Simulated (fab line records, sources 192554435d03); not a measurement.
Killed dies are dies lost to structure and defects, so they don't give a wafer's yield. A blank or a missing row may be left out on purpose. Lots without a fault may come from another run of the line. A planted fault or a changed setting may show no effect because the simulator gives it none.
Which tool did it? | flow n5_finfet | 11 lots, 33 wafers sampled, at 5 steps of a route of 1938

WHAT THE GAUGES READ, wafer by wafer
N5_FIN_SAQP_CD_MEAS_16: target cd 35.6 nm. Usual: cd_nm 35.55 nm, standard deviation 0.3.
lot  | measured    | on        | cd_nm (nm)        | flag
L617 | day 2 03:44 | cd_sem-03 | 35.31 35.50 35.63 |
L620 | day 2 21:42 | cd_sem-02 | 35.44 35.38 35.26 |
L622 | day 3 09:23 | cd_sem-02 | 35.94 35.70 36.03 |
L625 | day 4 03:47 | cd_sem-02 | 37.15 37.57 37.45 | OFF
L626 | day 4 10:08 | cd_sem-02 | 36.73 36.87 36.76 | OFF
L628 | day 4 21:12 | cd_sem-03 | 35.75 35.41 35.67 |
L629 | day 5 04:34 | cd_sem-01 | 35.35 35.70 36.00 |
L631 | day 5 15:28 | cd_sem-01 | 35.91 35.35 35.26 |
L634 | day 6 10:52 | cd_sem-01 | 35.48 35.82 35.60 |
L636 | day 6 22:52 | cd_sem-03 | 35.71 35.56 35.19 |
L638 | day 7 10:17 | cd_sem-01 | 35.61 36.33 36.26 |

WHICH TOOL RAN EACH LOT (tool, then ch and the chambers of the sampled wafers, then the start)
lot  | N5_PMOS_HMC_CHANNEL_EPI_ETCH_38 | N5_FIN_SAQP_PECVD_47           | N5_FIN_SAQP_HM_DEP_72          | N5_FIN_SAQP_EXPOSE_13
L617 | rie_si-04 ch 0,1, day 1 23:39   | pecvd-03 ch 1,2, day 2 03:03   | pecvd-01 ch 0,1, day 2 03:16   | arfi_scanner-03 ch 0, day 2 03:36
L620 | rie_si-04 ch 1,2,3, day 2 18:03 | pecvd-03 ch 0,1, day 2 21:01   | pecvd-01 ch 0,1, day 2 21:13   | arfi_scanner-03 ch 0, day 2 21:34
L622 | rie_si-02 ch 0,2,3, day 3 05:38 | pecvd-01 ch 0,2, day 3 08:44   | pecvd-03 ch 0,1, day 3 08:56   | arfi_scanner-02 ch 0, day 3 09:15
L625 | rie_si-02 ch 0,1,3, day 4 00:08 | pecvd-01 ch 0,1, day 4 03:08   | pecvd-04 ch 0,1,2, day 4 03:20 | arfi_scanner-01 ch 0, day 4 03:40
L626 | rie_si-03 ch 0,3, day 4 06:30   | pecvd-03 ch 0,1,2, day 4 09:37 | pecvd-04 ch 0,1,2, day 4 09:50 | arfi_scanner-01 ch 0, day 4 10:01
L628 | rie_si-03 ch 0,1,2, day 4 17:28 | pecvd-04 ch 0,1, day 4 20:33   | pecvd-03 ch 1,2, day 4 20:46   | arfi_scanner-03 ch 0, day 4 21:04
L629 | rie_si-03 ch 0,2,3, day 5 00:20 | pecvd-03 ch 0,1,2, day 5 04:02 | pecvd-04 ch 0,1,2, day 5 04:15 | arfi_scanner-03 ch 0, day 5 04:26
L631 | rie_si-03 ch 0,1,2, day 5 11:49 | pecvd-03 ch 0,1, day 5 14:49   | pecvd-04 ch 0,1,2, day 5 15:01 | arfi_scanner-03 ch 0, day 5 15:20
L634 | rie_si-02 ch 0,1,3, day 6 06:40 | pecvd-01 ch 1,2, day 6 10:11   | pecvd-03 ch 1,2, day 6 10:24   | arfi_scanner-03 ch 0, day 6 10:44
L636 | rie_si-02 ch 0,2,3, day 6 18:46 | pecvd-03 ch 1,2, day 6 22:12   | pecvd-01 ch 1,2, day 6 22:25   | arfi_scanner-03 ch 0, day 6 22:44
L638 | rie_si-04 ch 0,2,3, day 7 05:58 | pecvd-04 ch 0,2, day 7 09:38   | pecvd-04 ch 0,1,2, day 7 09:50 | arfi_scanner-03 ch 0, day 7 10:10
- N5_PMOS_HMC_CHANNEL_EPI_ETCH_38: etches SiO2 in CF4, target depth 1.5 nm.
- N5_FIN_SAQP_PECVD_47: deposits a-Si from SiH4/He, target thk 45 nm, time 36.3 s.
- N5_FIN_SAQP_HM_DEP_72: deposits SiO2 from SiH4/N2O, target thk 12 nm, time 7.2 s.
- N5_FIN_SAQP_EXPOSE_13: exposes mask FIN CORE, target cd 35.6 nm.

WHAT THE TOOLS THEMSELVES READ (means of the sampled wafers that have a number; where no wafer has one, the mark that the record gives instead)
N5_PMOS_HMC_CHANNEL_EPI_ETCH_38. Usual: drypump_motor_current_A 5.7 A, standard deviation 0.47; oes_product_au 1.000 a.u., standard deviation 0.018; throttle_valve_pct 21.72 %, standard deviation 0.16.
lot  | tool      | drypump_motor_current_A (A) | oes_product_au (a.u.) | throttle_valve_pct (%) | flag
L617 | rie_si-04 | 5.7                         | 0.996                 | 21.72                  |
L620 | rie_si-04 | 5.8                         | 0.988                 | 21.74                  |
L622 | rie_si-02 | 5.7                         | 1.001                 | 21.76                  |
L625 | rie_si-02 | 5.9                         | 1.006                 | 21.71                  |
L626 | rie_si-03 | 5.8                         | 1.012                 | 21.62                  |
L628 | rie_si-03 | 5.6                         | 1.000                 | 21.77                  |
L629 | rie_si-03 | 5.5                         | 1.019                 | 21.70                  |
L631 | rie_si-03 | 5.5                         | 0.992                 | 21.76                  |
L634 | rie_si-02 | 5.9                         | 1.012                 | 21.71                  |
L636 | rie_si-02 | 5.7                         | 1.004                 | 21.75                  |
L638 | rie_si-04 | 5.6                         | 0.987                 | 21.68                  |

N5_FIN_SAQP_PECVD_47. Usual: heater_power_w 848 W, standard deviation 110; showerhead_plenum_p_Torr 5.70 Torr, standard deviation 0.066; throttle_valve_pct 18.2 %, standard deviation 1.5.
lot  | tool     | heater_power_w (W) | showerhead_plenum_p_Torr (Torr) | throttle_valve_pct (%) | flag
L617 | pecvd-03 | 805                | 5.73                            | 17.9                   |
L620 | pecvd-03 | 936                | 5.77                            | 19.4                   |
L622 | pecvd-01 | 913                | 5.67                            | 17.0                   |
L625 | pecvd-01 | 845                | 5.70                            | 17.7                   |
L626 | pecvd-03 | 839                | 5.75                            | 18.1                   |
L628 | pecvd-04 | 740                | 5.61                            | 19.7                   |
L629 | pecvd-03 | 859                | 5.74                            | 18.3                   |
L631 | pecvd-03 | 907                | 5.79                            | 19.7                   |
L634 | pecvd-01 | 821                | 5.72                            | 17.2                   |
L636 | pecvd-03 | 867                | 5.73                            | 18.2                   |
L638 | pecvd-04 | 947                | 5.65                            | 19.6                   |

N5_FIN_SAQP_HM_DEP_72. Usual: heater_power_w 773 W, standard deviation 110; showerhead_plenum_p_Torr 8.21 Torr, standard deviation 0.17.
lot  | tool     | heater_power_w (W) | showerhead_plenum_p_Torr (Torr) | flag
L617 | pecvd-01 | 742                | 8.22                            |
L620 | pecvd-01 | 804                | 8.13                            |
L622 | pecvd-03 | 761                | 8.48                            |
L625 | pecvd-04 | 823                | 8.08                            |
L626 | pecvd-04 | 799                | 8.10                            |
L628 | pecvd-03 | 784                | 8.33                            |
L629 | pecvd-04 | 822                | 8.08                            |
L631 | pecvd-04 | 737                | 8.09                            |
L634 | pecvd-03 | 749                | 8.32                            |
L636 | pecvd-01 | 811                | 8.28                            |
L638 | pecvd-04 | 808                | 8.09                            |

N5_FIN_SAQP_EXPOSE_13. Usual: exposure_dose_mJ_cm2 63.22, standard deviation 0.062; focus_offset_nm 0.0 nm, standard deviation 0.47.
lot  | tool            | exposure_dose_mJ_cm2 | focus_offset_nm (nm) | flag
L617 | arfi_scanner-03 | 63.24                | -0.2                 |
L620 | arfi_scanner-03 | 63.23                | -0.1                 |
L622 | arfi_scanner-02 | 63.28                | 0.4                  |
L625 | arfi_scanner-01 | 58.67                | 0.3                  | OFF
L626 | arfi_scanner-01 | 59.67                | 0.7                  | OFF
L628 | arfi_scanner-03 | 63.27                | -0.6                 |
L629 | arfi_scanner-03 | 63.13                | -0.5                 |
L631 | arfi_scanner-03 | 63.27                | 0.2                  |
L634 | arfi_scanner-03 | 63.18                | -0.1                 |
L636 | arfi_scanner-03 | 63.28                | 0.2                  |
L638 | arfi_scanner-03 | 63.25                | -0.2                 |

THE ANSWER, worked out from the rows above alone
Rule: a lot is off if the mean of its wafers that have a number lies more than 3 standard deviations from the usual mean. A lot without any number at a reading at which 4 lots or more have one is off too. The other lots that the step has rows for count as sound. The gauges are gone through in route order, then the tools' own readings, and for those a lot's mean is taken as printed above. The first step at which some lot is off is used, and at that step the reading that is off furthest; a lot without a number counts as furthest.
Off: L625, L626, at N5_FIN_SAQP_CD_MEAS_16 (cd_nm).
A tool fits if, at a process step before that reading, it ran every lot that is off, and no sound lot after the first of them. The gauges at N5_FIN_SAQP_CD_MEAS_16 aren't tried: what is off there is off at N5_FIN_SAQP_EXPOSE_13 too, on other tools, and a gauge's error can't cause that. One fits: arfi_scanner-01 at N5_FIN_SAQP_EXPOSE_13. It ran no sound lot before its first lot that is off in this sample, so the start can't be narrowed down.
The tool's own readings at N5_FIN_SAQP_EXPOSE_13 bear it out: on the lots that are off they differ by more than 5 times the standard deviation of the sound lots' means. exposure_dose_mJ_cm2 reads 59.17 there against 63.24 on the sound lots.

WHAT THE SIMULATOR HAD PUT IN
Process parameter drift: arfi_scanner-01, from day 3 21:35 on, at N5_FIN_SAQP_EXPOSE_13. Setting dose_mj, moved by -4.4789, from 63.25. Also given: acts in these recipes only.
Lots struck among those shown: L625, L626. The rule above found the same.
